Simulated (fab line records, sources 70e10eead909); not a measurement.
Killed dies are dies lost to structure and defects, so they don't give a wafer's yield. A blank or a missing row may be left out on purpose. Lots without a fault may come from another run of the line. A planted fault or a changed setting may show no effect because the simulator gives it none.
fab line records | flow nand_harc
record lots=13 wafers=39 last_day=33
route steps=1302 shown A_CHANNEL_FILL_D2@638 A_STAIRCASE@652
lots that met no fault: from a run of the same line without faults
start_h: hours from the record's first day to the start of the lot's first wafer shown | wait_h: hours since the lot's step before | " the same as in the row above | L1.1+2: a row that stands for several wafers | - no value, or no start given | * or withheld: withheld | < > ~ a bound
route shown NAME@n: a module of which the file shows steps, and the number in the route of the first | usual: mean/standard deviation of fault-free wafers | same: alike in all rows | chamber/n: place in a boat | sites: the reading at each site | _std_site: their standard deviation | _edge_site: outer sites' mean less inner sites' | radius_mm: how far each site lies from the wafer's centre | mask NAME#n: copy n | behind: the tool/chamber that last shaped the wafer | hold: why the lot was held/for how many hours/how that ended | device: the transistor (n, p or np) that didn't switch | end of line: the same wafers' tests at the end of the route | a step without rows: its recipe alone | killed: dies lost to structure and defects at the first sort, not the wafer's yield | map: a wafer's dies, x killed, . not, _ none there
set.NAME: the setting as run; set.NAME@STEP: as run at that earlier step | model.NAME: the simulator's own value behind a step, which no gauge read
steps of the route over a sample of lots; a table a step, a row a wafer
services: from which hour (start_h, from the record's first day; less than 0 if before it) a tool's chamber was out of use, for how many hours, and why
## steps
# step NHARC_A_CHANNEL_FILL_D2_INSPECT_13
# usual raw_defect_count=382/120
# columns lot.wafer tool chamber start_h wait_h raw_defect_count
L376.2 defect_inspect-02 - 348.72 0.1 259
L376.4 " - " " 363
L376.5 " - " " 412
L377.2 defect_inspect-01 - 348.75 0.1 353
L377.3 " - " " 292
L377.6 " - " " 299
L380.2 defect_inspect-02 - 383.24 0.1 402
L380.4 " - " " 335
L380.6 " - " " 372
L379.1 defect_inspect-01 - 389.48 0.2 456
L379.4 " - " " 312
L379.5 " - " " 435
L382.1 defect_inspect-01 - 404.53 0.2 324
L382.2 " - " " 440
L382.6 " - " " 534
L389.1 defect_inspect-02 - 500.50 0.2 535
L389.3 " - " " 561
L389.5 " - " " 534
L391.2 defect_inspect-01 - 503.84 0.1 437
L391.3 " - " " 514
L391.4 " - " " 554
L390.1 defect_inspect-02 - 503.88 0.2 411
L390.3 " - " " 401
L390.4 " - " " 426
L392.1 defect_inspect-01 - 520.23 0.2 320
L392.2 " - " " 385
L392.6 " - " " 478
L393.2 defect_inspect-02 - 520.23 0.1 336
L393.4 " - " " 223
L393.5 " - " " 301
L394.1 defect_inspect-02 - 535.69 0.2 378
L394.2 " - " " 309
L394.4 " - " " 636
L395.3 defect_inspect-01 - 539.84 0.1 309
L395.4 " - " " 312
L395.5 " - " " 376
L397.4 defect_inspect-01 - 570.51 0.1 269
L397.5 " - " " 586
L397.6 " - " " 263
# step NHARC_A_STAIRCASE_ETCH_170
# recipe target_depth_a=2000 time_s=66.667 ion_energy_ev=250 c4f6_flow_sccm=25 o2_flow_sccm=20 ar_flow_sccm=500 rf_w=600 bias_w=500 chemistry=C4F6/O2
# usual drypump_motor_current_A=5.6/0.53 oes_product_au=0.979/0.015 rf_vpp_V=547/3.4 showerhead_plenum_p_Torr=3.92/0.16 throttle_valve_pct=26.903/0.0077
# same time_s=66.667
# columns lot.wafer tool chamber start_h wait_h drypump_motor_current_A oes_product_au rf_hours_counter_h rf_vpp_V showerhead_plenum_p_Torr throttle_valve_pct
L377.2 rie_diel-09 2 349.87 - 6.1 0.959 7 551 4.19 26.902
L377.3 " 1 " " 6.2 0.969 8 552 4.15 26.908
L377.6 " 3 " " 5.8 0.984 - 546 3.97 26.912
L376.2 rie_diel-05 1 350.09 - 5.2 0.979 41 542 3.77 26.906
L376.4 " 1 " " 5.2 0.996 - 543 3.77 26.906
L376.5 " 2 " " 6.7 0.977 - 546 3.88 26.915
L380.4 rie_diel-12 1 384.49 - 5.2 0.987 38 553 4.20 26.902
L380.2 " 3 " " 5.1 0.984 28 542 3.74 26.903
L380.6 " 1 " " 5.2 0.987 - 553 4.20 26.901
L379.1 rie_diel-05 3 390.74 - 5.3 0.687 49 544 3.78 26.901
L379.4 " 2 " " 6.7 0.987 56 546 3.87 26.897
L379.5 " 3 " " 5.2 0.955 - 543 3.78 26.905
L382.1 rie_diel-09 3 405.94 - 5.8 0.941 24 547 3.96 26.909
L382.2 " 1 " " 6.3 0.957 29 552 4.14 26.889
L382.6 " 0 " " 6.0 0.955 - 543 3.75 26.897
L389.3 rie_diel-05 3 501.99 - 5.2 0.962 27 544 3.76 26.901
L389.1 " 0 " " 5.4 1.001 30 547 3.97 26.893
L389.5 " 2 " " 6.8 0.976 - 546 3.86 26.904
L391.2 rie_diel-05 0 505.10 - 5.4 0.991 31 546 3.96 26.918
L391.4 " 1 " " 5.3 0.994 31 543 3.75 26.909
L391.3 " 2 " " 6.8 1.004 23 545 3.86 26.896
L390.1 rie_diel-05 0 505.26 - 5.4 0.981 31 548 3.97 26.908
L390.4 " 1 " " 5.3 0.949 31 545 3.75 26.912
L390.3 " 2 " " 6.7 0.986 23 546 3.86 26.915
L392.2 rie_diel-12 0 521.48 - 6.1 0.981 18 550 4.12 26.904
L392.1 " 2 " " 5.7 0.985 19 549 3.98 26.904
L392.6 " 3 " " 5.1 0.980 - 543 3.72 26.898
L393.4 rie_diel-09 1 521.65 - 6.2 0.983 9 550 4.11 26.901
L393.2 " 0 " " 6.0 0.996 8 543 3.73 26.889
L393.5 " 2 " " 6.1 0.965 - 551 4.15 26.900
L394.4 rie_diel-05 3 536.95 - 5.2 0.967 41 544 3.75 26.901
L394.1 " 0 " " 5.4 0.994 46 548 3.96 26.906
L394.2 " 1 " " 5.3 0.974 43 542 3.74 26.908
L395.3 rie_diel-12 3 541.10 - 5.1 0.997 26 544 3.72 26.910
L395.4 " 3 " " 5.1 0.993 - 542 3.72 26.897
L395.5 " 1 " " 5.2 0.976 - 552 4.17 26.902
L397.4 rie_diel-05 1 571.80 - 5.3 0.964 53 543 3.74 26.887
L397.5 " 2 " " 6.8 0.984 - 544 3.85 26.904
L397.6 " 3 " " 5.3 0.974 - 542 3.75 26.892
# step NHARC_A_STAIRCASE_TRIM_12
# recipe time_s=211.2 o2_flow_sccm=500 ar_flow_sccm=0 bias_w=0 chemistry=O2
# usual drypump_motor_current_A=5.7/0.5 oes_product_au=1.005/0.013 rf_vpp_V=57.9/0.92 showerhead_plenum_p_Torr=3.55/0.16 throttle_valve_pct=17.037/0.0087
# same time_s=211.2
# columns lot.wafer tool chamber start_h wait_h drypump_motor_current_A oes_product_au rf_hours_counter_h rf_vpp_V showerhead_plenum_p_Torr throttle_valve_pct
L377.2 rie_diel-12 0 351.88 0.1 6.1 0.994 26 58.7 3.74 17.033
L377.3 " 1 " " 5.2 1.014 27 58.5 3.79 17.037
L377.6 " 2 " " 5.6 1.013 - 58.0 3.61 17.047
L376.2 rie_diel-05 2 352.20 0.1 6.8 1.000 43 58.1 3.49 17.027
L376.5 " 1 " " 5.3 1.019 - 58.1 3.39 17.047
L376.4 " 0 " " 5.4 1.000 - 57.9 3.59 17.045
L380.4 rie_diel-09 2 386.21 0.1 6.1 0.981 22 59.0 3.76 17.044
L380.2 " 0 " " 6.0 1.001 19 57.2 3.38 17.029
L380.6 " 1 " " 6.3 1.002 - 57.5 3.73 17.053
L379.1 rie_diel-09 1 392.47 0.1 6.2 1.014 25 57.9 3.73 17.039
L379.4 " 2 " " 6.1 0.983 23 59.3 3.76 17.037
L379.5 " 0 " " 6.0 1.003 - 58.7 3.37 17.035
L382.1 rie_diel-12 0 407.72 0.1 6.0 1.008 44 58.3 3.73 17.044
L382.2 " 2 " " 5.7 1.022 41 57.5 3.60 17.034
L382.6 " 1 " " 5.2 1.029 - 58.1 3.78 17.035
L389.1 rie_diel-12 1 503.70 0.1 5.2 1.022 13 59.0 3.76 17.040
L389.3 " 0 " " 6.1 1.014 13 58.6 3.71 17.029
L389.5 " 2 " " 5.6 1.005 - 58.6 3.58 17.032
L391.2 rie_diel-09 1 506.82 0.2 6.2 0.986 0 57.9 3.71 17.024
L391.4 " 2 " " 6.1 0.985 0 58.5 3.74 17.026
L391.3 " 3 " " 5.8 0.975 0 57.7 3.54 17.040
L390.4 rie_diel-09 3 507.66 0.6 5.8 0.993 1 57.7 3.54 17.042
L390.1 " 1 " " 6.2 1.000 1 59.1 3.71 17.030
L390.3 " 2 " " 6.1 0.999 1 58.2 3.74 17.034
L392.2 rie_diel-12 2 523.19 0.1 5.6 1.002 19 58.7 3.58 17.051
L392.1 " 0 " " 6.1 0.999 18 57.9 3.71 17.050
L392.6 " 2 " " 5.6 1.002 - 57.2 3.58 17.032
L393.2 rie_diel-12 3 523.52 0.1 5.1 1.007 22 56.3 3.34 17.023
L393.4 " 0 " " 6.1 1.005 18 59.5 3.71 17.026
L393.5 " 0 " " 6.1 1.002 - 59.3 3.71 17.044
L394.2 rie_diel-05 0 538.61 0.1 5.4 1.010 46 57.1 3.56 17.045
L394.4 " 1 " " 5.3 1.001 43 56.4 3.36 17.026
L394.1 " 2 " " 6.7 1.020 35 58.4 3.46 17.047
L395.3 rie_diel-09 0 542.97 0.1 6.0 1.004 17 58.0 3.34 17.043
L395.4 " 0 " " 6.0 1.012 - 57.6 3.34 17.049
L395.5 " 1 " " 6.2 0.981 - 58.2 3.70 17.042
L397.4 rie_diel-05 3 573.54 0.1 5.3 1.011 50 57.3 3.36 17.035
L397.5 " 1 " " 5.3 0.989 - 57.5 3.35 17.036
L397.6 " 2 " " 6.6 1.004 - 58.7 3.46 17.047
# step NHARC_A_STAIRCASE_ETCH_15
# recipe target_depth_a=1000 time_s=40.5 ion_energy_ev=400 c4f8_flow_sccm=20 o2_flow_sccm=10 ar_flow_sccm=withheld rf_w=600 bias_w=1000 chemistry=C4F8/O2
# usual oes_product_au=0.945/0.014 rf_vpp_V=897/5.8
# same time_s=40.5
# columns lot.wafer tool chamber start_h wait_h oes_product_au rf_hours_counter_h rf_vpp_V
L376.2 rie_diel-05 2 - - 0.957 43 895
L376.4 " 2 " " 0.947 - 894
L376.5 " 0 " " 0.943 - 899
L377.3 rie_diel-12 0 - - 0.930 26 902
L377.2 " 1 " " 0.947 27 905
L377.6 " 0 " " 0.923 - 904
L380.4 rie_diel-09 0 - - 0.956 19 890
L380.2 " 1 " " 0.949 24 905
L380.6 " 1 " " 0.959 - 902
L379.1 rie_diel-09 3 - - 0.968 19 897
L379.4 " 0 " " 0.952 21 890
L379.5 " 0 " " 0.960 - 890
L382.2 rie_diel-12 3 - - 0.944 34 890
L382.1 " 1 " " 0.944 46 905
L382.6 " 0 " " 0.928 - 903
L389.1 rie_diel-12 2 - - 0.959 13 898
L389.3 " 3 " " 0.955 15 888
L389.5 " 1 " " 0.968 - 906
L391.4 rie_diel-09 2 - - 0.930 1 903
L391.3 " 3 " " 0.915 1 898
L391.2 " 0 " " 0.933 1 890
L390.1 rie_diel-09 3 - - 0.921 1 897
L390.3 " 1 " " 0.931 1 904
L390.4 " 2 " " 0.919 1 903
L392.1 rie_diel-12 3 - - 0.945 22 889
L392.2 " 0 " " 0.942 18 901
L392.6 " 2 " " 0.956 - 899
L393.2 rie_diel-12 1 - - 0.942 19 904
L393.4 " 2 " " 0.939 20 897
L393.5 " 1 " " 0.952 - 906
L394.2 rie_diel-05 1 - - 0.914 43 889
L394.1 " 3 " " 0.924 42 889
L394.4 " 0 " " 0.950 46 898
L395.3 rie_diel-09 0 - - 0.959 18 887
L395.4 " 2 " " 0.934 - 905
L395.5 " 1 " " 0.926 - 902
L397.4 rie_diel-05 3 - - 0.957 50 890
L397.6 " 3 " " 0.954 - 889
L397.5 " 0 " " 0.955 - 897
## services
# columns tool chamber start_h hours kind
rie_diel-12 0 327.99 - clean
rie_diel-12 1 327.99 - clean
rie_diel-12 2 327.99 - clean
rie_diel-12 3 327.99 - clean
rie_diel-09 0 329.12 - clean
rie_diel-09 1 329.12 - clean
rie_diel-09 2 329.12 - clean
rie_diel-09 3 329.12 - clean
rie_diel-05 0 337.18 - clean
rie_diel-05 1 337.18 - clean
rie_diel-05 2 337.18 - clean
rie_diel-12 3 338.90 21.6 repair
rie_diel-05 3 343.92 16.0 repair
rie_diel-09 3 369.41 2.4 repair
rie_diel-05 - 406.60 9.0 pm
rie_diel-09 2 436.62 4.4 repair
rie_diel-12 - 446.93 9.0 pm
rie_diel-12 0 476.15 8.5 repair
rie_diel-09 - 497.12 9.0 pm
rie_diel-05 1 526.54 6.4 repair
rie_diel-05 - 541.85 0.6 repair
rie_diel-09 3 542.58 2.1 repair
rie_diel-05 - 544.38 0.7 repair
rie_diel-12 - 551.43 0.1 repair
## key
first_sign step=NHARC_A_STAIRCASE_ETCH_170 reading=oes_product_au direction=down sigmas=19 usual=0.979 struck=0.687
effect none on later readings
met_at NHARC_A_STAIRCASE_ETCH_170
struck_lots L379
struck_wafers L379.1
later_rows_left_out L379.1
sort_left_out L379.1
tester_left_out L379
not_acting_at NHARC_A_CHANNEL_FILL_D2_INSPECT_13,NHARC_A_STAIRCASE_TRIM_12,NHARC_A_STAIRCASE_ETCH_15
onset_between 350.09 390.74
fault kind=process_parameter_drift tool=rie_diel-05 chamber=- onset_h=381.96 steps=NHARC_A_STAIRCASE_ETCH_170 channel=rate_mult offset=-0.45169 shape=step end_h=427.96 scope=struck_wafers_only
# tester_left_out: of these lots the tester's yield and bins aren't shown, on N5 and GAA mostly nor the transistor test; their killed dies are dies lost to structure and defects alone, not to doping, threshold or leakage, so they don't give the yield
# sort_left_out: the simulated sort isn't trusted on such a fault, so these wafers' sort isn't shown, and their yield isn't known
# later_rows_left_out: the simulator's readings of these wafers behind a module that went badly wrong aren't trusted and aren't shown, but for the sort
